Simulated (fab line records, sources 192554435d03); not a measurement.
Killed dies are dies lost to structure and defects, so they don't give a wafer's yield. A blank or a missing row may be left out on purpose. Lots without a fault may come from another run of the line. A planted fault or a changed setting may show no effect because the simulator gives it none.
fab line records | flow n5_finfet
record lots=4 wafers=12 last_day=18
route steps=1938 shown BEOL_M3@947 BEOL_M4@1111
lots that met no fault: from a run of the same line without faults
start_h: hours from the record's first day to the start of the lot's first wafer shown | wait_h: hours since the lot's step before | " the same as in the row above | L1.1+2: a row that stands for several wafers | - no value, or no start given | * or withheld: withheld | < > ~ a bound
route shown NAME@n: a module of which the file shows steps, and the number in the route of the first | usual: mean/standard deviation of fault-free wafers | same: alike in all rows | chamber/n: place in a boat | sites: the reading at each site | _std_site: their standard deviation | _edge_site: outer sites' mean less inner sites' | radius_mm: how far each site lies from the wafer's centre | mask NAME#n: copy n | behind: the tool/chamber that last shaped the wafer | hold: why the lot was held/for how many hours/how that ended | device: the transistor (n, p or np) that didn't switch | end of line: the same wafers' tests at the end of the route | a step without rows: its recipe alone | killed: dies lost to structure and defects at the first sort, not the wafer's yield | map: a wafer's dies, x killed, . not, _ none there
set.NAME: the setting as run; set.NAME@STEP: as run at that earlier step | model.NAME: the simulator's own value behind a step, which no gauge read
lots at some steps of the route; a table a step, a row a wafer
services: from which hour (start_h, from the record's first day; less than 0 if before it) a tool's chamber was out of use, for how many hours, and why
## steps
# step N5_BEOL_M3_DESCUM_16
# recipe chemistry=O2 time_s=7 source_power_w=50 bias_power_w=20 pressure_mtorr=20 rf_frequency_hz=2.712e+07 temp_c=40 resist=CAR-EUV o2_flow_sccm=225
# step N5_BEOL_M3_ETCH_74
# recipe chemistry=N2/H2 target=underlayer target_depth_a=65 mask_material=CAR-EUV time_s=5.2 ion_energy_ev=200 pressure_mtorr=30 source_w=840 bias_w=150 n2_flow_sccm=200 h2_flow_sccm=200 ends=cleared
# step N5_BEOL_M3_ETCH_63
# recipe chemistry=CF4 target=SiARC target_depth_a=156 mask_material=CAR-EUV time_s=26 ion_energy_ev=80 pressure_mtorr=40 source_w=545 bias_w=36 Ar_flow_sccm=100 cf4_flow_sccm=100 ends=cleared
# step N5_BEOL_M3_ETCH_64
# recipe chemistry=N2/H2 target=SOC target_depth_a=750 overetch_a=150 mask_material=SiARC temp_c=40 time_s=112.5 ion_energy_ev=200 pressure_mtorr=30 source_w=840 bias_w=150 n2_flow_sccm=200 h2_flow_sccm=200
# step N5_BEOL_M3_STRIP_65
# recipe chemistry=N2/H2 temp_c=40 n2_flow_sccm=200 h2_flow_sccm=200 rf_frequency_hz=6e+07
# step N5_BEOL_M3_STRIP_75
# recipe chemistry=N2/H2 temp_c=40 n2_flow_sccm=200 h2_flow_sccm=200 rf_frequency_hz=6e+07
# step N5_BEOL_M3_STRIP_66
# recipe chemistry=CF4 resist=SiARC power_w=300 bias_power_w=75 pressure_mtorr=50 cf4_flow_sccm=150 rf_frequency_hz=6e+07
# step N5_BEOL_M3_HM_OPEN_17
# recipe chemistry=Cl2/BCl3 target_depth_a=200 overetch_a=60 target=TiN mask_material=SOC ion_energy_ev=150 pressure_mtorr=10 icp_w=1000 bias_w=126 Cl2_flow_sccm=53.25 bcl3_flow_sccm=21.75 Ar_flow_sccm=25
# step N5_BEOL_M3_STRIP_19
# recipe chemistry=O2 power_w=400 temp_c=40 pressure_mtorr=30 rf_frequency_hz=6e+07 bias_power_w=0 overash_fraction=0.2 o2_flow_sccm=225
# step N5_BEOL_M3_COAT_67
# recipe resist=SOC temp_c=250 time_s=60 spin_rpm=1500 resist_thk_nm=60
# step N5_BEOL_M3_COAT_68
# recipe resist=SiARC temp_c=220 time_s=60 spin_rpm=1500 resist_thk_nm=12
# step N5_BEOL_M3_COAT_76
# recipe resist=underlayer temp_c=205 time_s=60 spin_rpm=1500 resist_thk_nm=5
# usual spin_speed_rpm=1500.0/0.98
# columns lot.wafer tool chamber start_h wait_h spin_speed_rpm
L814.3 litho_track-02 0 181.54 - 1605.6
L814.4 " 0 " " 1604.3
L814.5 " 0 " " 1606.5
L816.1 litho_track-02 0 194.11 - 1604.8
L816.2 " 0 " " 1607.5
L816.6 " 0 " " 1604.5
L826.1 litho_track-05 0 254.92 - 1499.0
L826.2 " 0 " " 1501.0
L826.4 " 0 " " 1499.9
L831.2 litho_track-02 0 292.96 - 1500.0
L831.4 " 0 " " 1500.1
L831.6 " 0 " " 1501.3
# step N5_BEOL_M3_COAT_22
# recipe resist=CAR-EUV spin_rpm=1500 resist_thk_nm=30
# step N5_BEOL_M3_EBR_24
# recipe solvent=PGMEA ebr_width_mm=1.5
# step N5_BEOL_M3_SOFTBAKE_23
# recipe temp_c=110 time_s=60 resist=CAR-EUV
# step N5_BEOL_M3_EXPOSE_25
# recipe mask_id=V2 na=0.33 source_shape=quasar sigma_inner=0.2 sigma_outer=0.8 polarization=unpolarized defocus_nm=5 dose_mj=63
# step N5_BEOL_M3_PEB_26
# recipe peb_temp_c=100 peb_time_s=60 resist=CAR-EUV
# step N5_BEOL_M3_DEVELOP_27
# recipe develop_time_s=30 developer=TMAH resist=CAR-EUV rinse_liquid=surfactant_rinse dry=air_spin dev_temp_c=23
# step N5_BEOL_M3_DESCUM_33
# recipe chemistry=O2 time_s=7 source_power_w=50 bias_power_w=20 pressure_mtorr=20 rf_frequency_hz=2.712e+07 temp_c=40 resist=CAR-EUV o2_flow_sccm=225
# step N5_BEOL_M3_ETCH_77
# recipe chemistry=N2/H2 target=underlayer target_depth_a=65 mask_material=CAR-EUV time_s=5.2 ion_energy_ev=200 pressure_mtorr=30 source_w=840 bias_w=150 n2_flow_sccm=200 h2_flow_sccm=200 ends=cleared
# usual drypump_motor_current_A=5.7/0.51 etch_rf_on_time_s=5.19/0.13 oes_product_au=0.67/0.057 rf_vpp_V=523.6/2.7 showerhead_plenum_p_Torr=2.54/0.079 throttle_valve_pct=17.76/0.2
# columns lot.wafer tool chamber start_h wait_h drypump_motor_current_A etch_rf_on_time_s oes_product_au rf_hours_counter_h rf_vpp_V showerhead_plenum_p_Torr throttle_valve_pct model.etch.depth_nm
L814.3 rie_diel-06 0 181.97 0.0 5.9 4.95 0.63 163 526.3 2.66 17.67 4.829
L814.4 " 3 " " 5.7 5.13 0.64 158 528.4 2.63 17.75 4.846
L814.5 " 2 " " 6.0 5.07 0.65 - 526.3 2.57 18.17 4.84
L816.1 rie_diel-05 1 194.67 0.0 6.5 4.99 0.80 7 524.5 2.49 17.61 4.841
L816.2 " 3 " " 6.1 5.12 0.64 152 525.3 2.55 17.94 4.828
L816.6 " 2 " " 4.8 5.01 0.73 - 526.1 2.59 17.58 4.83
L826.1 rie_diel-05 2 255.48 0.0 4.8 5.15 0.71 73 525.3 2.58 17.63 5.007
L826.2 " 3 " " 6.1 5.29 0.64 173 523.8 2.54 17.96 4.999
L826.4 " 0 " " 5.6 5.37 0.59 227 522.5 2.50 18.01 4.994
L831.2 rie_diel-03 3 293.39 0.0 5.1 5.37 0.67 124 524.8 2.66 17.88 5.013
L831.4 " 1 " " 5.4 4.97 0.71 74 519.9 2.45 17.44 5.001
L831.6 " 3 " " 5.1 5.39 0.66 - 528.6 2.66 17.91 5.004
# step N5_BEOL_M3_ETCH_69
# recipe chemistry=CF4 target=SiARC target_depth_a=156 mask_material=CAR-EUV time_s=26 ion_energy_ev=80 pressure_mtorr=40 source_w=545 bias_w=36 Ar_flow_sccm=100 cf4_flow_sccm=100 ends=cleared
# step N5_BEOL_M4_RC_MEAS_101
# usual DIBL_N=36.7/1.8 DIBL_P=37.0/2.4 IOFF_N=0.17/0.036 IOFF_P=0.22/0.042 ION_N=673/12 ION_P=462/8.5 SS_N=71.7/0.62 SS_P=73.4/0.65 VT_N=250/3.7 VT_P=-250/3.7
# columns lot.wafer tool chamber start_h wait_h DIBL_N[mV/V] DIBL_P[mV/V] IOFF_N[nA/um] IOFF_P[nA/um] ION_N[uA/um] ION_P[uA/um] SS_N[mV/dec] SS_P[mV/dec] VT_N[mV] VT_P[mV]
L814.3 prober-01 0 204.87 0.3 35.7 35.7 0.14 0.19 654 454 71.3 73.6 253 -254
L814.4 " 0 " " 37.8 38.5 0.18 0.23 671 456 71.4 74.5 249 -249
L814.5 " 0 " " 35.2 35.1 0.13 0.17 659 448 70.6 72.5 255 -255
L816.1 prober-02 0 224.14 0.0 36.6 36.5 0.16 0.21 669 465 71.9 72.7 252 -247
L816.2 " 0 " " 34.9 35.1 0.13 0.19 663 464 71.6 73.0 250 -250
L816.6 " 0 " " 35.9 35.8 0.15 0.20 663 463 71.4 73.0 251 -251
L826.1 prober-02 0 282.67 0.0 41.1 42.3 0.28 0.34 690 472 72.6 74.6 242 -242
L826.2 " 0 " " 37.4 39.0 0.19 0.27 685 476 71.9 73.4 242 -244
L826.4 " 0 " " 40.6 43.1 0.30 0.37 707 482 72.6 74.9 239 -240
L831.2 prober-02 0 330.89 0.2 34.9 35.7 0.13 0.21 667 469 71.4 72.5 251 -250
L831.4 " 0 " " 36.9 37.2 0.17 0.22 665 455 72.2 73.6 252 -251
L831.6 " 0 " " 37.0 38.2 0.18 0.25 678 473 72.4 72.9 250 -250
## services
# columns tool chamber start_h hours kind
rie_diel-06 2 160.23 3.0 repair
rie_diel-05 - 171.20 2.8 pm
rie_diel-06 - 190.75 2.8 pm
rie_diel-05 0 192.21 5.8 repair
rie_diel-05 - 195.70 0.7 repair
rie_diel-03 2 225.59 2.0 repair
rie_diel-05 0 241.22 3.8 repair
rie_diel-06 3 291.19 8.3 repair
## key
first_sign step=N5_BEOL_M3_COAT_76 reading=spin_speed_rpm direction=up sigmas=99+ usual=* struck=*
effect none on later readings
model_effect step=N5_BEOL_M3_ETCH_77 value=etch.depth_nm without=5.003 struck=4.836
met_at N5_BEOL_M3_COAT_76
struck_wafers L814.3,L814.4,L814.5,L816.1,L816.2,L816.6
fault kind=process_parameter_drift tool=litho_track-02 chamber=- onset_h=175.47 steps=N5_BEOL_M3_COAT_76 channel=spin_rpm offset=* shape=step end_h=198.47 acts_in=* stated=*
